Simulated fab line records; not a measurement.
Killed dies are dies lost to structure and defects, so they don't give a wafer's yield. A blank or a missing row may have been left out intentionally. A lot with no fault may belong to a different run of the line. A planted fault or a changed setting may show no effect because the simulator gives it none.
Split-lot experiment :: flow n5-finfet :: 7 lots, 21 wafers read, on a route of 1938 steps

## ABOUT THE SPLIT
At N5_ZERO_LAYER_EXPOSE_08 (exposes mask ZERO, defocus 0 nm, target cd 2000 nm), the setting dose-mj was moved away from the recipe's 16.2 on 5 of the 21 wafers read, by -3.5% to +4.5%. This setting was run at the recipe's value on the other wafers.

## FROM THE SPLIT TO THE READING: what the file shows between them, 3 steps
- N5_ZERO_LAYER_PEB_09
- N5_ZERO_LAYER_DEVELOP_10: develop time 60 s
- N5_ZERO_LAYER_HARDBAKE_23: time 120 s

## THE READING
cd-nm at N5_ZERO_LAYER_CD_MEAS_11, given in nm (cd target 2000 nm). Fault-free wafers of this fab line usually give 2000.5 nm, standard deviation 1.7 nm.

wafer: L082.1
tool, chamber at the split: krf-scanner-01, 0
dose-mj as run: 16.2
against the recipe: recipe
cd-nm, nm: 2000.9
against lot-mates on the recipe: -

wafer: L082.2
tool, chamber at the split: krf-scanner-01, 0
dose-mj as run: 16.2
against the recipe: recipe
cd-nm, nm: 1998.5
against lot-mates on the recipe: -

wafer: L082.3
tool, chamber at the split: krf-scanner-01, 0
dose-mj as run: 16.2
against the recipe: recipe
cd-nm, nm: 1996.9
against lot-mates on the recipe: -

wafer: L083.4
tool, chamber at the split: krf-scanner-01, 0
dose-mj as run: 15.63
against the recipe: -3.5%
cd-nm, nm: 1993.5
against lot-mates on the recipe: -8.3

wafer: L083.5
tool, chamber at the split: krf-scanner-01, 0
dose-mj as run: 15.63
against the recipe: -3.5%
cd-nm, nm: 1993.7
against lot-mates on the recipe: -8.1

wafer: L083.6
tool, chamber at the split: krf-scanner-01, 0
dose-mj as run: 16.2
against the recipe: recipe
cd-nm, nm: 2001.8
against lot-mates on the recipe: -

wafer: L087.2
tool, chamber at the split: krf-scanner-01, 0
dose-mj as run: 16.83
against the recipe: +3.9%
cd-nm, nm: 2006.7
against lot-mates on the recipe: +5.8

wafer: L087.5
tool, chamber at the split: krf-scanner-01, 0
dose-mj as run: 16.2
against the recipe: recipe
cd-nm, nm: 2000.9
against lot-mates on the recipe: -

wafer: L087.6
tool, chamber at the split: krf-scanner-01, 0
dose-mj as run: 16.83
against the recipe: +3.9%
cd-nm, nm: 2007.6
against lot-mates on the recipe: +6.7

wafer: L088.2
tool, chamber at the split: krf-scanner-01, 0
dose-mj as run: 16.2
against the recipe: recipe
cd-nm, nm: 2000.8
against lot-mates on the recipe: -

wafer: L088.5
tool, chamber at the split: krf-scanner-01, 0
dose-mj as run: 16.2
against the recipe: recipe
cd-nm, nm: 1996.8
against lot-mates on the recipe: -

wafer: L088.6
tool, chamber at the split: krf-scanner-01, 0
dose-mj as run: 16.2
against the recipe: recipe
cd-nm, nm: 1997.7
against lot-mates on the recipe: -

wafer: L089.1
tool, chamber at the split: krf-scanner-01, 0
dose-mj as run: 16.93
against the recipe: +4.5%
cd-nm, nm: 2009.8
against lot-mates on the recipe: +10.1

wafer: L089.5
tool, chamber at the split: krf-scanner-01, 0
dose-mj as run: 16.2
against the recipe: recipe
cd-nm, nm: 1997.2
against lot-mates on the recipe: -

wafer: L089.6
tool, chamber at the split: krf-scanner-01, 0
dose-mj as run: 16.2
against the recipe: recipe
cd-nm, nm: 2002.2
against lot-mates on the recipe: -

wafer: L093.1
tool, chamber at the split: krf-scanner-01, 0
dose-mj as run: 16.2
against the recipe: recipe
cd-nm, nm: 2002.9
against lot-mates on the recipe: -

wafer: L093.3
tool, chamber at the split: krf-scanner-01, 0
dose-mj as run: 16.2
against the recipe: recipe
cd-nm, nm: 2000.8
against lot-mates on the recipe: -

wafer: L093.5
tool, chamber at the split: krf-scanner-01, 0
dose-mj as run: 16.2
against the recipe: recipe
cd-nm, nm: 2004.2
against lot-mates on the recipe: -

wafer: L094.1
tool, chamber at the split: krf-scanner-01, 0
dose-mj as run: 16.2
against the recipe: recipe
cd-nm, nm: 2001.2
against lot-mates on the recipe: -

wafer: L094.4
tool, chamber at the split: krf-scanner-01, 0
dose-mj as run: 16.2
against the recipe: recipe
cd-nm, nm: 2000.3
against lot-mates on the recipe: -

wafer: L094.5
tool, chamber at the split: krf-scanner-01, 0
dose-mj as run: 16.2
against the recipe: recipe
cd-nm, nm: 2000.8
against lot-mates on the recipe: -

FIT RESULTS
A straight line over all 21 wafers: cd-nm changes by +1.91 nm for each +1% of dose-mj; r = +0.88; the points scatter about the line by 2 nm.
The same after taking each lot's own level away (the mean of its wafers on the recipe; 21 wafers): +2.03 nm for each +1%; r = +0.94; scatter 1.5 nm.
Per that fit: largest dose-mj move, reading shift of 9.2 nm.
The lots' own levels span 1998.43 to 2002.63 nm, that is 2.5 times the standard deviation above.
Consequently the slope shifts little with the lot-to-lot level, the two slopes agreeing.
Check: for one of the wafers moved furthest among these (+4.5%), held out of the fit, the line's prediction against its lot-mates is +8.46 nm. It came out at +10.1 nm against them.

## FILE'S OWN FIT
cd-nm changes by +2.07 nm for each +1% of dose-mj, r = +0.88.
